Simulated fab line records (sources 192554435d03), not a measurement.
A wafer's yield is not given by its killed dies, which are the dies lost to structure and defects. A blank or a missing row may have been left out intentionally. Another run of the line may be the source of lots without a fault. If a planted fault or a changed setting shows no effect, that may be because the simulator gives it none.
fab line records	flow n5_finfet
[record] lots = 4	wafers = 12	last_day = 18
route steps=1938 shown GATE_CUT@465 BEOL_M4@1111 PASSIVATION@1936
lots with no fault: from the same line, run without faults
start_h: hours from the record's opening day to when the first of the lot's shown wafers began	wait_h: time in hours since the lot's previous step	" as in the row above	L1.1+2: several wafers, shown together as one row	- no value, or no start given	* or withheld: withheld	< > ~ a bound
route shown NAME@n: a module of which the file shows steps, and the number in the route of the first	usual: mean/standard deviation taken from wafers without a fault	same: alike in all rows	chamber/n: place in a boat	sites: readings site by site	_std_site: the values' standard deviation	_edge_site: mean of outer sites minus mean of inner sites	radius_mm: how far each site lies from the wafer's centre	mask NAME#n: copy n	behind: the tool/chamber that last shaped the wafer	hold: why the lot went on hold/how many hours it stayed there/how the hold came to an end	device: names the non-switching transistor (n, p or np)	end of line: at the end of the route, the tests of the same wafers	where a step has no rows: the recipe by itself	killed: dies that structure and defects cost at the first sort, which is not the same as the wafer's yield	map: shows each die of a wafer: x if killed, . if not, _ if none is there
set.NAME: setting as actually run; set.NAME@STEP: the setting as run at that earlier step	model.NAME: the simulator's own value behind a step, which no gauge read
a table for each step, a row for each wafer; lots at some steps of the route
services: from which hour (start_h, from the record's first day; less than 0 if before it) a tool's chamber was out of use, for how many hours, and why
[[steps]]
[step N5_GATE_CUT_ETCHBACK_00]
[recipe] chemistry = SF6/Cl2	target = W	pressure_mtorr = 8	icp_w = 900	bias_w = 80	SF6_flow_sccm = 40	Cl2_flow_sccm = 60
[step N5_GATE_CUT_ETCH_56]
[recipe] chemistry = Cl2/Ar	target = TiN	target_depth_a = 216	pressure_mtorr = 10	icp_w = 600	bias_w = 60	Cl2_flow_sccm = 40	Ar_flow_sccm = 60
[step N5_GATE_CUT_ETCHBACK_30]
[recipe] chemistry = Cl2/Ar	target = TiN	target_depth_a = 30	mode = isotropic	pressure_mtorr = 10	icp_w = 600	bias_w = 60	Cl2_flow_sccm = 40	Ar_flow_sccm = 60
[step N5_GATE_CUT_VAPOR_ETCH_60]
[recipe] chemistry = BCl3/Cl2	target = HfO2	mode = isotropic
[step N5_GATE_CUT_ETCH_58]
[recipe] chemistry = CH3F/O2	target = SiNx	target_depth_a = 170	time_s = 128.6	ion_energy_ev = 50	pressure_mtorr = 30	source_w = 415	bias_w = 21	Ar_flow_sccm = 150	CH3F_flow_sccm = 30	O2_flow_sccm = 20
[step N5_GATE_CUT_STRIP_59]
[recipe] chemistry = N2/H2	time_s = 20	power_w = 100	temp_c = 40	pressure_mtorr = 100	rf_frequency_hz = 6e+07	bias_power_w = 3	n2_flow_sccm = 300	h2_flow_sccm = 300
[step N5_GATE_CUT_PRECLEAN_31]
[recipe] temp_c = 23	chemistry = DIW	time_s = 300
[step N5_GATE_CUT_SRD_32]
[recipe] time_s = 30	temp_c = 23	rinse_liquid = diw	dry = ipa_marangoni
[step N5_GATE_CUT_SAC_CAP_01]
[recipe] material = SiNx	target_thk_a = 240	temp_c = 400	ald_precursor_family = SiH2I2	ald_co_reactant = N2/H2-plasma	pulse_time_s = 1	ald_cycles = 480	purge_time_s = 2	co_reactant_purge_time_s = 2	pressure_torr = 2
[step N5_GATE_CUT_PECVD_57]
[recipe] material = SiNx	target_thk_a = 210	temp_c = 400	precursor = SiH4/NH3/N2	pressure_torr = 1.5	rf_w = 300
[step N5_GATE_CUT_CMP_02]
[recipe] stop_on = SiO2	t_overpolish_s = 12.7	post_cmp_clean = alkaline_brush	down_force_psi = 2.5	platen_rpm = 51.8	pad_velocity_m_s = 1.0307	target_thk_nm = 0
[usual] edge_zone_pressure_frac = 1.000/0.0048	head_pressure_psi = 2.500/0.0054	motor_current_A = 9.0/0.99	overpolish_run_s = 12.701/0.0088	retaining_ring_pressure_frac = 1.001/0.0056	t_overpolish_s = 12.7/0	time_to_endpoint_s = 25.9/2
lot.wafer	tool	chamber	start_h	wait_h	edge_zone_pressure_frac	head_pressure_psi	motor_current_A	overpolish_run_s	retaining_ring_pressure_frac	t_overpolish_s	time_to_endpoint_s	model.SiNx_of_GATE_CUT_PECVD_57.thk_nm	model.SiNx_of_GATE_CUT_SAC_CAP_01.thk_nm	model.SiO2_flowable_of_ILD0_FCVD_FILL_01.thk_nm
L278.1	cmp-01	3	108.08	0.1	0.997	2.504	8.5	12.702	1.008	12.7	24.9	0	21.8	117
L278.2	"	0	"	"	0.999	2.490	8.1	12.699	1.005	12.7	28.6	0	21.6	117.6
L278.6	"	2	"	"	1.004	2.492	7.2	12.685	0.995	12.7	28.6	0	21.6	116.4
L290.2	cmp-02	1	182.79	0.1	-	-	-	-	-	-	-	20.8	24	118
L290.5	"	3	"	"	-	-	-	-	-	-	-	21	24	118.8
L290.6	"	0	"	"	-	-	-	-	-	-	-	20.8	24	118.2
L291.1	cmp-01	1	184.90	0.1	-	-	-	-	-	-	-	20.6	24.2	118
L291.4	"	0	"	"	-	-	-	-	-	-	-	21.2	24.2	117.8
L291.5	"	1	"	"	-	-	-	-	-	-	-	21.2	24.2	118
L296.1	cmp-02	0	223.36	0.1	0.996	2.497	10.0	12.692	1.004	12.7	27.6	0	21.8	114.6
L296.4	"	2	"	"	1.000	2.507	8.9	12.695	1.004	12.7	25.4	0	21.8	115.4
L296.6	"	1	"	"	1.009	2.503	10.8	12.697	1.004	12.7	22.6	0	21.8	114.6
[step N5_GATE_CUT_HM_DEP_46]
[recipe] material = SiO2	target_thk_a = 1300	temp_c = 400	precursor = TEOS/O2	pressure_torr = 6.5	rf_w = 900	teos_flow_sccm = 161.4	gas = O2	flow_sccm = 2650	time_s = 26.6
[step N5_GATE_CUT_COAT_34]
[recipe] resist = SOC	temp_c = 250	time_s = 60	spin_rpm = 1500	resist_thk_nm = 60
[step N5_GATE_CUT_COAT_35]
[recipe] resist = SiARC	temp_c = 220	time_s = 60	spin_rpm = 1500	resist_thk_nm = 10
[step N5_GATE_CUT_COAT_27]
[recipe] resist = underlayer	temp_c = 205	time_s = 60	spin_rpm = 1500	resist_thk_nm = 10
[step N5_GATE_CUT_COAT_07]
[recipe] resist = CAR-EUV	spin_rpm = 1500	resist_thk_nm = 30
[step N5_GATE_CUT_EBR_09]
[recipe] solvent = PGMEA	ebr_width_mm = 1.5
[step N5_GATE_CUT_SOFTBAKE_08]
[recipe] temp_c = 110	time_s = 60	resist = CAR-EUV
[step N5_GATE_CUT_EXPOSE_10]
[recipe] mask_id = GATE_CUT	na = 0.33	source_shape = annular	sigma_inner = 0.35	sigma_outer = 0.8	polarization = unpolarized	target_cd_nm = 20	dose_mj = 43.25
[step N5_GATE_CUT_PEB_11]
[recipe] peb_temp_c = 100	peb_time_s = 60	resist = CAR-EUV
[step N5_GATE_CUT_DEVELOP_12]
[recipe] develop_time_s = 30	developer = TMAH	resist = CAR-EUV	rinse_liquid = surfactant_rinse	dry = air_spin	dev_temp_c = 23
[step N5_GATE_CUT_DESCUM_18]
[recipe] chemistry = O2	time_s = 7	source_power_w = 50	bias_power_w = 20	pressure_mtorr = 20	rf_frequency_hz = 2.712e+07	temp_c = 40	resist = CAR-EUV	o2_flow_sccm = 225
[step N5_GATE_CUT_ETCH_28]
[recipe] chemistry = N2/H2	target = underlayer	target_depth_a = 130	mask_material = CAR-EUV	time_s = 10.4	ion_energy_ev = 200	pressure_mtorr = 30	source_w = 840	bias_w = 150	n2_flow_sccm = 200	h2_flow_sccm = 200	ends = cleared
[step N5_GATE_CUT_ETCH_36]
[recipe] chemistry = CF4	target = SiARC	target_depth_a = 130	mask_material = CAR-EUV	time_s = 21.7	ion_energy_ev = 80	pressure_mtorr = 40	source_w = 545	bias_w = 36	Ar_flow_sccm = 100	cf4_flow_sccm = 100	ends = cleared
[step N5_GATE_CUT_ETCH_37]
[recipe] chemistry = N2/H2	target = SOC	target_depth_a = 600	overetch_a = 120	mask_material = SiARC	temp_c = 40	time_s = 90	ion_energy_ev = 200	pressure_mtorr = 30	source_w = 840	bias_w = 150	n2_flow_sccm = 200	h2_flow_sccm = 200
[step N5_GATE_CUT_STRIP_38]
[recipe] chemistry = N2/H2	temp_c = 40	n2_flow_sccm = 200	h2_flow_sccm = 200	rf_frequency_hz = 6e+07
[step N5_GATE_CUT_STRIP_39]
[recipe] chemistry = N2/H2	temp_c = 40	n2_flow_sccm = 200	h2_flow_sccm = 200	rf_frequency_hz = 6e+07
[step N5_GATE_CUT_HM_OPEN_40]
[recipe] chemistry = C4F6/O2	target = SiO2	mask_material = SiARC	target_depth_a = 1390	time_s = 85.1	ion_energy_ev = 250	pressure_mtorr = 30	source_w = 345	bias_w = 185	Ar_flow_sccm = 300	C4F6_flow_sccm = 10	O2_flow_sccm = 10	ends = cleared
[step N5_GATE_CUT_STRIP_41]
[recipe] chemistry = CF4	resist = SiARC	power_w = 300	bias_power_w = 75	pressure_mtorr = 50	cf4_flow_sccm = 150	rf_frequency_hz = 6e+07
[step N5_GATE_CUT_STRIP_42]
[recipe] chemistry = O2	power_w = 400	temp_c = 40	pressure_mtorr = 30	rf_frequency_hz = 6e+07	bias_power_w = 0	overash_fraction = 0.3	o2_flow_sccm = 225
[step N5_GATE_CUT_ETCH_19]
[recipe] chemistry = CH3F/O2	target = SiNx	mask_material = SiO2	target_depth_a = 537	time_s = 76.7	pressure_mtorr = 30	source_w = 395	bias_w = 73	Ar_flow_sccm = 150	CH3F_flow_sccm = 30	O2_flow_sccm = 20	ion_energy_ev = 120	ends = cleared
[usual] bias_w = 72.98/0.23	drypump_motor_current_A = 5.8/0.33	etch_rf_on_time_s = 76.6/0.86	oes_o_777_au = 0.79/0.083	oes_product_au = 0.67/0.071	rf_vpp_V = 298/3	showerhead_plenum_p_Torr = 2.01/0.073	throttle_valve_pct = 16.35/0.28
lot.wafer	tool	chamber	start_h	wait_h	bias_w	drypump_motor_current_A	etch_rf_on_time_s	oes_o_777_au	oes_product_au	rf_hours_counter_h	rf_vpp_V	showerhead_plenum_p_Torr	throttle_valve_pct
L278.1	rie_diel-06	0	109.91	0.0	73.18	5.5	77.0	0.71	0.60	189	302	2.08	16.85
L278.2	"	3	"	"	72.84	6.4	76.4	0.72	0.62	180	301	1.91	16.13
L278.6	"	1	"	"	72.46	5.9	75.7	0.77	0.66	-	299	1.92	16.45
L290.2	rie_diel-04	1	183.85	0.0	72.84	5.6	81.5	0.74	0.99	167	297	2.08	16.55
L290.5	"	3	"	"	73.05	5.7	81.7	0.84	1.14	-	297	2.11	16.23
L290.6	"	0	"	"	72.79	5.8	82.0	0.91	1.19	-	294	1.96	15.96
L291.1	rie_diel-03	1	186.07	0.0	72.92	5.9	85.0	0.72	0.96	200	301	1.99	16.44
L291.4	"	0	"	"	72.72	5.6	86.1	0.71	0.92	238	301	2.05	16.35
L291.5	"	2	"	"	72.73	5.3	84.1	0.92	1.25	-	303	2.05	16.25
L296.1	rie_diel-04	1	224.51	0.0	72.76	5.7	76.6	0.74	0.62	180	297	2.08	16.51
L296.4	"	2	"	"	72.66	6.0	75.7	0.95	0.80	15	298	2.04	16.18
L296.6	"	0	"	"	72.75	5.8	76.5	0.88	0.74	-	293	1.96	15.94
[step N5_GATE_CUT_CUT_ETCH_53]
[recipe] chemistry = SF6/Cl2	target = W	mask_material = SiO2	target_depth_a = 792	pressure_mtorr = 8	icp_w = 900	bias_w = 80	SF6_flow_sccm = 40	Cl2_flow_sccm = 60	ends = cleared
[step N5_GATE_CUT_CUT_ETCH_54]
[recipe] chemistry = Cl2/BCl3	target = TiN	mask_material = SiO2	target_depth_a = 967	pressure_mtorr = 10	icp_w = 1000	bias_w = 126	Cl2_flow_sccm = 53.25	bcl3_flow_sccm = 21.75	Ar_flow_sccm = 25	ends = cleared
[step N5_GATE_CUT_CUT_ETCH_55]
[recipe] chemistry = BCl3	target = HfO2	mask_material = SiO2	target_depth_a = 32	ion_energy_ev = 30	pressure_mtorr = 5	icp_w = 450	bias_w = 18	bcl3_flow_sccm = 80
[step N5_GATE_CUT_ETCH_47]
[recipe] chemistry = Cl2/BCl3	target = SiO2	target_depth_a = 100	pressure_mtorr = 10	icp_w = 1000	bias_w = 126	Cl2_flow_sccm = 53.25	bcl3_flow_sccm = 21.75	Ar_flow_sccm = 25
[step N5_GATE_CUT_VAPOR_ETCH_48]
[recipe] chemistry = BCl3/Cl2	target = TiN	mode = isotropic
[step N5_GATE_CUT_CMP_61]
[recipe] stop_on = SiNx	t_overpolish_s = 3	post_cmp_clean = alkaline_brush	down_force_psi = 4	platen_rpm = 27.09	pad_velocity_m_s = 0.539
[usual] edge_zone_pressure_frac = 1.000/0.0051	head_pressure_psi = 4.000/0.0092	motor_current_A = 12.5/1.1	retaining_ring_pressure_frac = 1.000/0.0053
[same] t_overpolish_s = 3
lot.wafer	tool	chamber	start_h	wait_h	edge_zone_pressure_frac	head_pressure_psi	motor_current_A	retaining_ring_pressure_frac	model.SiNx_of_GATE_CUT_SAC_CAP_01.thk_nm	model.SiO2_flowable_of_ILD0_FCVD_FILL_01.thk_nm
L278.1	cmp-02	1	112.76	0.4	0.999	4.001	14.2	1.002	21.2	116.6
L278.2	"	0	"	"	0.999	3.988	13.1	1.002	21.2	117
L278.6	"	2	"	"	1.002	4.000	12.7	0.998	21.2	115.8
L290.2	cmp-03	1	187.16	0.3	0.994	4.011	11.7	1.000	23.4	117.6
L290.5	"	3	"	"	1.002	3.998	12.4	1.004	23.6	118.4
L290.6	"	0	"	"	1.001	3.994	13.1	1.001	23.6	117.6
L291.4	cmp-02	3	189.26	0.4	1.006	4.002	12.1	0.995	23.6	117.2
L291.1	"	0	"	"	1.003	4.007	13.7	1.003	23.8	117.6
L291.5	"	0	"	"	1.001	4.007	13.3	1.010	23.8	117.6
L296.4	cmp-02	3	227.39	0.3	1.007	3.983	12.7	0.996	21.2	115
L296.1	"	1	"	"	1.000	4.004	13.7	0.999	21.2	114.2
L296.6	"	3	"	"	0.997	4.000	12.8	1.003	21.4	114.2
[step N5_BEOL_M4_RC_MEAS_101]
[usual] DIBL_N = 35.8/1.4	DIBL_P = 35.8/1.6	IOFF_N = 0.152/0.021	IOFF_P = 0.204/0.027	ION_N = 672/8.7	ION_P = 461/6.2	SS_N = 71.5/0.54	SS_P = 73.1/0.57	VT_N = 250.0/2.5	VT_P = -250.6/2.7
lot.wafer	tool	chamber	start_h	wait_h	DIBL_N[mV/V]	DIBL_P[mV/V]	IOFF_N[nA/um]	IOFF_P[nA/um]	ION_N[uA/um]	ION_P[uA/um]	SS_N[mV/dec]	SS_P[mV/dec]	VT_N[mV]	VT_P[mV]
L278.1	prober-02	0	198.87	0.0	37.8	39.8	0.215	0.286	680	470	71.7	74.0	243.1	-245.3
L278.2	"	0	"	"	34.1	34.8	0.129	0.189	671	468	70.6	72.2	249.4	-250.8
L278.6	"	0	"	"	36.0	36.2	0.151	0.215	674	463	70.9	72.2	250.3	-248.8
L296.1	prober-02	0	316.25	0.0	35.7	33.9	0.151	0.192	678	464	71.7	72.7	248.7	-248.6
L296.4	"	0	"	"	35.2	32.9	0.144	0.178	670	455	71.1	71.9	249.1	-254.6
L296.6	"	0	"	"	34.7	32.5	0.138	0.180	668	462	70.4	72.3	251.3	-251.1
[step N5_PASSIVATION_PROBE_49]
[usual] defect_limited_yield = 91.6/1.4	killed_at_M0_to_M3 = 33/9.7	killed_at_M4_up = 13/5.4	killed_at_contacts = 13/6.6	killed_at_front_end = 36/11	killed_at_other = 3.9/3	killed_dies = 99/16	killed_on_rim = 13/3.8	killed_open = 66/12	killed_short = 32/7.9	sort_bin_5_function = 4.9/0.9	sort_bin_6_memory = 3.2/0.67	sort_n_pass = 1081/16	sort_yield_pct = 91.6/1.4
[same] gross_dies = 1180	killed_at_back_side = 0	sort_bin_4_leakage[%] = 0	sort_bin_8_speed[%] = 0
lot.wafer	tool	chamber	start_h	wait_h	defect_limited_yield[%]	killed_at_M0_to_M3	killed_at_M4_up	killed_at_contacts	killed_at_front_end	killed_at_other	killed_dies	killed_on_rim	killed_open	killed_short	sort_bin_5_function[%]	sort_bin_6_memory[%]	sort_n_pass	sort_yield_pct[%]
L290.2	prober-01	-	370.97	0.1	0	28	16	9	1125	2	1180	152	67	20	96.8	3.1	0	0
L290.5	prober-01	-	371.12	0.2	0	27	13	1	1133	6	1180	152	47	32	97.3	2.5	0	0
L290.6	prober-01	-	371.17	0.3	0	47	6	12	1107	8	1180	152	74	34	96.2	3.5	0	0
L291.1	prober-01	-	380.46	0.0	0	32	16	11	1120	1	1180	152	64	33	96.9	2.7	0	0
L291.4	prober-01	-	380.61	0.2	0	31	13	13	1120	3	1180	152	65	29	96.1	3.6	0	0
L291.5	prober-01	-	380.66	0.2	0	22	8	10	1137	3	1180	152	58	41	96.4	3.2	0	0
// killed by level:class
L290.2 GATE_CUT:area_cmp=1090 STI_FIN_REVEAL:geometric_particle:open=11 BEOL_M4:geometric_particle:open=9 BEOL_M0:geometric_particle:open=9 MOL_CONTACT_COAG:geometric_particle:open=6 BEOL_M0_SAQP:geometric_particle:open=5 STARTING-WAFER:geometric_particle:open=5 BEOL_M2:geometric_particle:open=4
L290.5 GATE_CUT:area_cmp=1101 BEOL_M0_SAQP:geometric_particle:short=8 GATE_CUT:geometric_particle:short=7 STI_FIN_REVEAL:geometric_particle:open=6 BEOL_M2:geometric_particle:open=6 BEOL_M0_SAQP:geometric_particle:open=5 GATE_CUT:geometric_particle:open=4 STARTING-WAFER:geometric_particle:short=4
L290.6 GATE_CUT:area_cmp=1068 STI_FIN_REVEAL:geometric_particle:open=19 BEOL_M0_SAQP:geometric_particle:open=14 BEOL_M0_SAQP:geometric_particle:short=12 MOL_CONTACT_COAG:geometric_particle:open=8 BEOL_M2:geometric_particle:open=7 MIM_TOP:geometric_particle:short=6 GATE_CUT:geometric_particle:short=5
L291.1 GATE_CUT:area_cmp=1082 BEOL_M2:geometric_particle:open=16 STI_FIN_REVEAL:geometric_particle:open=13 GATE_CUT:geometric_particle:short=7 MOL_CONTACT_COAG:geometric_particle:short=6 BEOL_M4:geometric_particle:open=6 FIN_SAQP:geometric_particle:short=5 MOL_CONTACT_COAG:geometric_particle:open=5
L291.4 GATE_CUT:area_cmp=1085 MOL_CONTACT_COAG:geometric_particle:open=11 BEOL_M1:geometric_particle:open=9 GATE_CUT:geometric_particle:short=8 BEOL_M3:geometric_particle:open=8 STI_FIN_REVEAL:geometric_particle:open=7 DUMMY_GATE:geometric_particle:open=5 BEOL_M0:geometric_particle:short=4
L291.5 GATE_CUT:area_cmp=1081 FIN_SAQP:geometric_particle:short=14 FIN_SAQP:geometric_particle:open=10 MOL_CONTACT_COAG:geometric_particle:open=10 STI_FIN_REVEAL:geometric_particle:open=7 BEOL_M0_SAQP:geometric_particle:open=6 STI_FIN_REVEAL:geometric_particle:short=4 DUMMY_GATE:geometric_particle:open=4
// map L290.2 (x killed, . not)
_________________xxxxxxxxxxxx________________
______________xxxxxxxxxxxxxxxxxx_____________
___________xxxxxxxxxxxxxxxxxxxxxxxx__________
__________xxxxxxxxxxxxxxxxxxxxxxxxxx_________
________xxxxxxxxxxxxxxxxxxxxxxxxxxxxxx_______
_______xxxxxxxxxxxxxxxxxxxxxxxxxxxxxxxx______
______xxxxxxxxxxxxxxxxxxxxxxxxxxxxxxxxxx_____
_____xxxxxxxxxxxxxxxxxxxxxxxxxxxxxxxxxxxx____
____xxxxxxxxxxxxxxxxxxxxxxxxxxxxxxxxxxxxxx___
___xxxxxxxxxxxxxxxxxxxxxxxxxxxxxxxxxxxxxxxx__
___xxxxxxxxxxxxxxxxxxxxxxxxxxxxxxxxxxxxxxxx__
__xxxxxxxxxxxxxxxxxxxxxxxxxxxxxxxxxxxxxxxxxx_
__xxxxxxxxxxxxxxxxxxxxxxxxxxxxxxxxxxxxxxxxxx_
_xxxxxxxxxxxxxxxxxxxxxxxxxxxxxxxxxxxxxxxxxxxx
_xxxxxxxxxxxxxxxxxxxxxxxxxxxxxxxxxxxxxxxxxxxx
_xxxxxxxxxxxxxxxxxxxxxxxxxxxxxxxxxxxxxxxxxxxx
_xxxxxxxxxxxxxxxxxxxxxxxxxxxxxxxxxxxxxxxxxxxx
_xxxxxxxxxxxxxxxxxxxxxxxxxxxxxxxxxxxxxxxxxxxx
_xxxxxxxxxxxxxxxxxxxxxxxxxxxxxxxxxxxxxxxxxxxx
_xxxxxxxxxxxxxxxxxxxxxxxxxxxxxxxxxxxxxxxxxxxx
_xxxxxxxxxxxxxxxxxxxxxxxxxxxxxxxxxxxxxxxxxxxx
__xxxxxxxxxxxxxxxxxxxxxxxxxxxxxxxxxxxxxxxxxx_
__xxxxxxxxxxxxxxxxxxxxxxxxxxxxxxxxxxxxxxxxxx_
___xxxxxxxxxxxxxxxxxxxxxxxxxxxxxxxxxxxxxxxx__
___xxxxxxxxxxxxxxxxxxxxxxxxxxxxxxxxxxxxxxxx__
____xxxxxxxxxxxxxxxxxxxxxxxxxxxxxxxxxxxxxx___
_____xxxxxxxxxxxxxxxxxxxxxxxxxxxxxxxxxxxx____
______xxxxxxxxxxxxxxxxxxxxxxxxxxxxxxxxxx_____
_______xxxxxxxxxxxxxxxxxxxxxxxxxxxxxxxx______
________xxxxxxxxxxxxxxxxxxxxxxxxxxxxxx_______
__________xxxxxxxxxxxxxxxxxxxxxxxxxx_________
___________xxxxxxxxxxxxxxxxxxxxxxxx__________
______________xxxxxxxxxxxxxxxxxx_____________
_________________xxxxxxxxxxxx________________
// map L291.1 (x killed, . not)
_________________xxxxxxxxxxxx________________
______________xxxxxxxxxxxxxxxxxx_____________
___________xxxxxxxxxxxxxxxxxxxxxxxx__________
__________xxxxxxxxxxxxxxxxxxxxxxxxxx_________
________xxxxxxxxxxxxxxxxxxxxxxxxxxxxxx_______
_______xxxxxxxxxxxxxxxxxxxxxxxxxxxxxxxx______
______xxxxxxxxxxxxxxxxxxxxxxxxxxxxxxxxxx_____
_____xxxxxxxxxxxxxxxxxxxxxxxxxxxxxxxxxxxx____
____xxxxxxxxxxxxxxxxxxxxxxxxxxxxxxxxxxxxxx___
___xxxxxxxxxxxxxxxxxxxxxxxxxxxxxxxxxxxxxxxx__
___xxxxxxxxxxxxxxxxxxxxxxxxxxxxxxxxxxxxxxxx__
__xxxxxxxxxxxxxxxxxxxxxxxxxxxxxxxxxxxxxxxxxx_
__xxxxxxxxxxxxxxxxxxxxxxxxxxxxxxxxxxxxxxxxxx_
_xxxxxxxxxxxxxxxxxxxxxxxxxxxxxxxxxxxxxxxxxxxx
_xxxxxxxxxxxxxxxxxxxxxxxxxxxxxxxxxxxxxxxxxxxx
_xxxxxxxxxxxxxxxxxxxxxxxxxxxxxxxxxxxxxxxxxxxx
_xxxxxxxxxxxxxxxxxxxxxxxxxxxxxxxxxxxxxxxxxxxx
_xxxxxxxxxxxxxxxxxxxxxxxxxxxxxxxxxxxxxxxxxxxx
_xxxxxxxxxxxxxxxxxxxxxxxxxxxxxxxxxxxxxxxxxxxx
_xxxxxxxxxxxxxxxxxxxxxxxxxxxxxxxxxxxxxxxxxxxx
_xxxxxxxxxxxxxxxxxxxxxxxxxxxxxxxxxxxxxxxxxxxx
__xxxxxxxxxxxxxxxxxxxxxxxxxxxxxxxxxxxxxxxxxx_
__xxxxxxxxxxxxxxxxxxxxxxxxxxxxxxxxxxxxxxxxxx_
___xxxxxxxxxxxxxxxxxxxxxxxxxxxxxxxxxxxxxxxx__
___xxxxxxxxxxxxxxxxxxxxxxxxxxxxxxxxxxxxxxxx__
____xxxxxxxxxxxxxxxxxxxxxxxxxxxxxxxxxxxxxx___
_____xxxxxxxxxxxxxxxxxxxxxxxxxxxxxxxxxxxx____
______xxxxxxxxxxxxxxxxxxxxxxxxxxxxxxxxxx_____
_______xxxxxxxxxxxxxxxxxxxxxxxxxxxxxxxx______
________xxxxxxxxxxxxxxxxxxxxxxxxxxxxxx_______
__________xxxxxxxxxxxxxxxxxxxxxxxxxx_________
___________xxxxxxxxxxxxxxxxxxxxxxxx__________
______________xxxxxxxxxxxxxxxxxx_____________
_________________xxxxxxxxxxxx________________
[[services]]
tool	chamber	start_h	hours	kind
rie_diel-06	-	106.40	2.8	pm
rie_diel-04	3	108.80	7.5	repair
rie_diel-03	2	112.96	-	clean
rie_diel-03	2	112.96	-	consumable_replace:focus_ring
rie_diel-03	2	112.96	21.8	scheduled_down
rie_diel-03	2	112.96	21.8	vent_cycle
cmp-03	-	114.02	4.0	pm
cmp-03	-	118.02	-	consumable_replace:conditioner
cmp-02	-	123.99	7.3	pm
cmp-01	-	126.15	2.8	repair
cmp-03	-	129.11	5.0	pm
rie_diel-04	1	146.38	8.4	repair
rie_diel-04	2	154.91	-	clean
rie_diel-04	2	154.91	-	consumable_replace:focus_ring
rie_diel-04	2	154.91	19.6	scheduled_down
rie_diel-04	2	154.91	19.6	vent_cycle
cmp-01	-	195.05	4.0	repair
rie_diel-04	3	195.40	5.2	repair
cmp-01	-	202.53	2.6	repair
rie_diel-04	-	207.32	0.2	repair
cmp-03	-	212.43	9.3	pm
cmp-02	-	217.07	4.0	pm
cmp-02	-	221.07	-	consumable_replace:conditioner
cmp-02	-	221.07	-	consumable_replace:pad
[[key]]
[first_sign] step = N5_GATE_CUT_CMP_02	reading = tool_record	direction = missing
[effect] step = N5_GATE_CUT_ETCH_19	reading = etch_rf_on_time_s	direction = up	sigmas = 7.9	usual = *	struck = *
[effect] step = N5_PASSIVATION_PROBE_49	reading = killed_at_front_end	direction = up	sigmas = 99+	usual = 36	struck = 1124
[model_effect] step = N5_GATE_CUT_CMP_02	value = SiNx_of_GATE_CUT_PECVD_57.thk_nm	without = 0	struck = 20.93
[model_effect] step = N5_GATE_CUT_CMP_61	value = SiNx_of_GATE_CUT_SAC_CAP_01.thk_nm	without = 21.3	struck = 23.63
[more_kills_born_at] N5_GATE_CUT_CMP_02@cmp-02 = 3258	N5_GATE_CUT_CMP_02@cmp-01 = 3248
met_at N5_GATE_CUT_CMP_02
struck_wafers L290.2,L290.5,L290.6,L291.1,L291.4,L291.5
later_rows_left_out L290.2,L290.5,L290.6,L291.1,L291.4,L291.5
onset_between 108.08 182.79
[fault] kind = skipped_step_whole	tool = cmp-01,cmp-02	chamber = -	onset_h = 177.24	steps = N5_GATE_CUT_CMP_02	scope = struck_lots_only
// later_rows_left_out: the simulator's readings of these wafers behind a module that went badly wrong aren't trusted and aren't shown, but for the sort
